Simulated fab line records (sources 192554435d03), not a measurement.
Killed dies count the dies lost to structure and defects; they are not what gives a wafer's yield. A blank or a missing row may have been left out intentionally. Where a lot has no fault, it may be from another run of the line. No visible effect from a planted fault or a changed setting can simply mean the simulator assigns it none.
Shared-tool check -- flow n5Finfet -- Sampled: 15 lots, 41 wafers

== WHY IT WAS OPENED ==
At N5_GATE_CUT_CD_MEAS_13 the reading cdNm is flagged on 3 of 15 lots. No-fault wafers: 20.07 nm, standard deviation 0.28.
Rule: a lot is flagged in two cases, either no wafer of it has a number, or all its wafers with numbers fall more than 4 standard deviations from that mean. As for the other lots, they are considered sound.

lot,measured,on,"cdNm (nm), wafer by wafer",flag
L430,day 4 11:41,cdSem-03,19.93 19.61,
L431,day 4 22:00,cdSem-01,20.02 19.93 19.53,
L433,day 5 05:17,cdSem-01,20.55 20.21 20.37,
L434,day 5 10:16,cdSem-02,19.77 19.98 19.87,
L435,day 5 17:25,cdSem-01,19.84 20.03 20.07,
L436,day 6 00:29,cdSem-03,20.64 20.26 20.00,
L437,day 6 06:33,cdSem-01,20.43 20.76 20.35,
L438,day 6 15:03,cdSem-02,20.34 19.63 20.10,
L439,day 6 17:47,cdSem-03,19.93 19.93,
L441,day 7 03:04,cdSem-03,17.77 17.70 17.67,FLAGGED
L443,day 7 19:02,cdSem-02,18.24 17.95 18.47,FLAGGED
L445,day 8 08:30,cdSem-02,18.63 18.95 18.91,FLAGGED
L446,day 8 11:13,cdSem-01,20.34 19.79 20.35,
L447,day 8 17:41,cdSem-02,20.33 19.92,
L451,day 9 16:19,cdSem-01,19.87 19.87,
Average over the flagged lots: 18.25 nm; offset from the usual -1.82 nm, equal to -6 standard deviations.

== LOT BY LOT: THE TOOL USED ==
Before the reading, the record contains 2 process steps out of a 1938-step route. Each cell gives the tool, then ch followed by the chambers the sampled wafers passed through, then the start.
lot,flag,N5_GATE_CUT_ETCHBACK_30,N5_GATE_CUT_EXPOSE_10
L430,,"rieMetal-01 ch 0, day 4 08:14","euvScanner-01 ch 0, day 4 11:34"
L431,,"rieMetal-02 ch 0,1, day 4 18:31","euvScanner-01 ch 0, day 4 21:52"
L433,,"rieMetal-01 ch 0,1, day 5 01:57","euvScanner-02 ch 0, day 5 05:10"
L434,,"rieMetal-02 ch 0,1, day 5 06:56","euvScanner-02 ch 0, day 5 10:08"
L435,,"rieMetal-01 ch 0,1, day 5 13:55","euvScanner-02 ch 0, day 5 17:18"
L436,,"rieMetal-01 ch 0, day 5 21:05","euvScanner-02 ch 0, day 6 00:20"
L437,,"rieMetal-01 ch 0, day 6 03:00","euvScanner-02 ch 0, day 6 06:26"
L438,,"rieMetal-03 ch 0,1, day 6 11:35","euvScanner-01 ch 0, day 6 14:55"
L439,,"rieMetal-01 ch 0,1, day 6 14:20","euvScanner-02 ch 0, day 6 17:40"
L441,FLAGGED,"rieMetal-01 ch 0,1, day 6 23:41","euvScanner-01 ch 0, day 7 02:56"
L443,FLAGGED,"rieMetal-03 ch 0, day 7 14:58","euvScanner-01 ch 0, day 7 18:55"
L445,FLAGGED,"rieMetal-01 ch 0, day 8 05:01","euvScanner-01 ch 0, day 8 08:23"
L446,,"rieMetal-03 ch 0,1, day 8 07:28","euvScanner-02 ch 0, day 8 11:05"
L447,,"rieMetal-01 ch 0,1, day 8 14:00","euvScanner-02 ch 0, day 8 17:33"
L451,,"rieMetal-01 ch 1, day 9 12:46","euvScanner-02 ch 0, day 9 16:11"
What is done by these steps:
- N5_GATE_CUT_ETCHBACK_30: etches TiN in Cl2/Ar, target depth 3 nm.
- N5_GATE_CUT_EXPOSE_10: exposes mask GATE CUT, target cd 20 nm.
- N5_GATE_CUT_CD_MEAS_13: target cd 20 nm.

== FLAGGED AGAINST TOTAL, ONE TOOL AT A TIME (gauges that did the reading follow at the end) ==
step,tool,lots run,flagged,share of the flagged lots,sound lots run after its first flagged lot
N5_GATE_CUT_ETCHBACK_30,rieMetal-01,10,2,some,"2 (L447,L451)"
N5_GATE_CUT_ETCHBACK_30,rieMetal-02,2,0,none,-
N5_GATE_CUT_ETCHBACK_30,rieMetal-03,3,1,some,1 (L446)
N5_GATE_CUT_EXPOSE_10,euvScanner-01,6,3,all,0
N5_GATE_CUT_EXPOSE_10,euvScanner-02,9,0,none,-
N5_GATE_CUT_CD_MEAS_13,cdSem-01,6,0,none,-
N5_GATE_CUT_CD_MEAS_13,cdSem-02,5,2,some,1 (L447)
N5_GATE_CUT_CD_MEAS_13,cdSem-03,4,1,some,0

== WHAT THE TABLE ALLOWS ==
In the table, 1 row covers all flagged lots: euvScanner-01 at N5_GATE_CUT_EXPOSE_10.
- euvScanner-01 at N5_GATE_CUT_EXPOSE_10 ran 6 lots, 3 of them flagged. A fault beginning between L438 (day 6 14:55), its last sound lot, and L441 (day 7 02:56), its first flagged one, fits the data. Its own readings (exposureDoseMJCm2) fall more than 4 standard deviations out on all wafers of the flagged lots.
euvScanner-01 at N5_GATE_CUT_EXPOSE_10 is the single tool remaining.

== WHAT THE SIMULATOR HAD INSERTED ==
Process parameters drifting: euvScanner-01 at N5_GATE_CUT_EXPOSE_10, beginning at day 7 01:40. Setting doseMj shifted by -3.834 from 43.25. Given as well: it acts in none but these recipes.
Lots struck among those shown: L441, L443, L445. The rule given above showed the same thing.
